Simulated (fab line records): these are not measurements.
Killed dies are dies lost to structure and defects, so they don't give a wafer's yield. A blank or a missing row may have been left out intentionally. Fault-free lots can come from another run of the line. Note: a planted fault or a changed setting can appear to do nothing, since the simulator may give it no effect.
Which of the tools did it? || flow n5_finfet || 36 wafers from 12 lots sampled at 3 of the route's 1938 steps

== WHAT THE GAUGES READ, wafer by wafer ==
N5_BEOL_M12_CD_MEAS_10: target cd 140 nm.
{"lot": "L075", "measured": "day 10 22:10", "on": "cd_sem-01", "cd_nm (nm)": "140.4 141.1 140.5"}
{"lot": "L078", "measured": "day 11 00:25", "on": "cd_sem-02", "cd_nm (nm)": "139.5 140.3 141.5"}
{"lot": "L079", "measured": "day 11 15:52", "on": "cd_sem-02", "cd_nm (nm)": "141.6 142.3 140.7"}
{"lot": "L082", "measured": "day 12 02:56", "on": "cd_sem-03", "cd_nm (nm)": "139.5 140.2 139.5"}
{"lot": "L083", "measured": "day 12 13:19", "on": "cd_sem-01", "cd_nm (nm)": "138.0 139.1 138.8"}
{"lot": "L084", "measured": "day 13 02:18", "on": "cd_sem-02", "cd_nm (nm)": "139.8 140.5 141.3"}
{"lot": "L086", "measured": "day 13 20:50", "on": "cd_sem-03", "cd_nm (nm)": "139.7 137.9 138.9"}
{"lot": "L090", "measured": "day 13 23:13", "on": "cd_sem-02", "cd_nm (nm)": "140.4 140.0 140.2"}
{"lot": "L091", "measured": "day 14 20:38", "on": "cd_sem-02", "cd_nm (nm)": "139.9 141.6 138.4"}
{"lot": "L094", "measured": "day 15 03:29", "on": "cd_sem-01", "cd_nm (nm)": "139.1 138.0 138.1"}
{"lot": "L095", "measured": "day 15 12:28", "on": "cd_sem-02", "cd_nm (nm)": "139.8 140.8 139.0"}
{"lot": "L097", "measured": "day 16 13:28", "on": "cd_sem-02", "cd_nm (nm)": "140.1 141.1 138.6"}

== EACH LOT AND THE TOOL THAT RAN IT (in order: tool; ch and the chambers of the sampled wafers; start) ==
{"lot": "L075", "N5_BEOL_M11_ALD_74": "ald_metal-04 ch 0,1,3, day 10 17:40", "N5_BEOL_M11_SURFACE_TREAT_76": "pvd_sputter-02, day 10 18:05"}
{"lot": "L078", "N5_BEOL_M11_ALD_74": "ald_metal-01 ch 1,3, day 10 21:20", "N5_BEOL_M11_SURFACE_TREAT_76": "pvd_sputter-03, day 10 21:57"}
{"lot": "L079", "N5_BEOL_M11_ALD_74": "ald_metal-02 ch 0,3, day 11 13:29", "N5_BEOL_M11_SURFACE_TREAT_76": "pvd_sputter-03, day 11 13:50"}
{"lot": "L082", "N5_BEOL_M11_ALD_74": "ald_metal-04 ch 1,2,3, day 11 21:46", "N5_BEOL_M11_SURFACE_TREAT_76": "pvd_sputter-03, day 11 22:10"}
{"lot": "L083", "N5_BEOL_M11_ALD_74": "ald_metal-02 ch 2,3, day 12 10:59", "N5_BEOL_M11_SURFACE_TREAT_76": "pvd_sputter-03, day 12 11:16"}
{"lot": "L084", "N5_BEOL_M11_ALD_74": "ald_metal-01 ch 0,3, day 13 00:02", "N5_BEOL_M11_SURFACE_TREAT_76": "pvd_sputter-01, day 13 00:28"}
{"lot": "L086", "N5_BEOL_M11_ALD_74": "ald_metal-02 ch 0,2,3, day 13 18:02", "N5_BEOL_M11_SURFACE_TREAT_76": "pvd_sputter-03, day 13 18:29"}
{"lot": "L090", "N5_BEOL_M11_ALD_74": "ald_metal-02 ch 0,1,2, day 13 21:04", "N5_BEOL_M11_SURFACE_TREAT_76": "pvd_sputter-02, day 13 21:23"}
{"lot": "L091", "N5_BEOL_M11_ALD_74": "ald_metal-02 ch 0,1,3, day 14 17:29", "N5_BEOL_M11_SURFACE_TREAT_76": "pvd_sputter-03, day 14 17:47"}
{"lot": "L094", "N5_BEOL_M11_ALD_74": "ald_metal-02 ch 0,1,3, day 15 00:10", "N5_BEOL_M11_SURFACE_TREAT_76": "pvd_sputter-03, day 15 01:47"}
{"lot": "L095", "N5_BEOL_M11_ALD_74": "ald_metal-02 ch 2,3, day 15 10:14", "N5_BEOL_M11_SURFACE_TREAT_76": "pvd_sputter-01, day 15 10:32"}
{"lot": "L097", "N5_BEOL_M11_ALD_74": "ald_metal-04 ch 0,1,2, day 16 09:59", "N5_BEOL_M11_SURFACE_TREAT_76": "pvd_sputter-01, day 16 10:22"}
- N5_BEOL_M11_ALD_74: deposits TaN, target thk 2 nm, pulse time 2 s, purge time 3 s.
- N5_BEOL_M11_SURFACE_TREAT_76

== THE ANSWER, worked out from the rows above alone ==
Rule: usual is defined by the lots themselves. Put in order of their means at a reading, lots are off if they are a third of the lots or fewer, leave a main group of 4 or more, and stand apart from it by a gap of 3 or more times the standard deviation of the main group's means; of several such gaps the widest counts. The tables above print the reading to a certain number of digits; a main group whose means all agree to those digits is not used. A lot without any number at a reading at which 4 lots or more have one is off too. The other lots that the step has rows for count as sound.
Across all readings shown, no lot is off: no conclusion can be drawn from this.

== WHAT THE SIMULATOR HAD INSERTED ==
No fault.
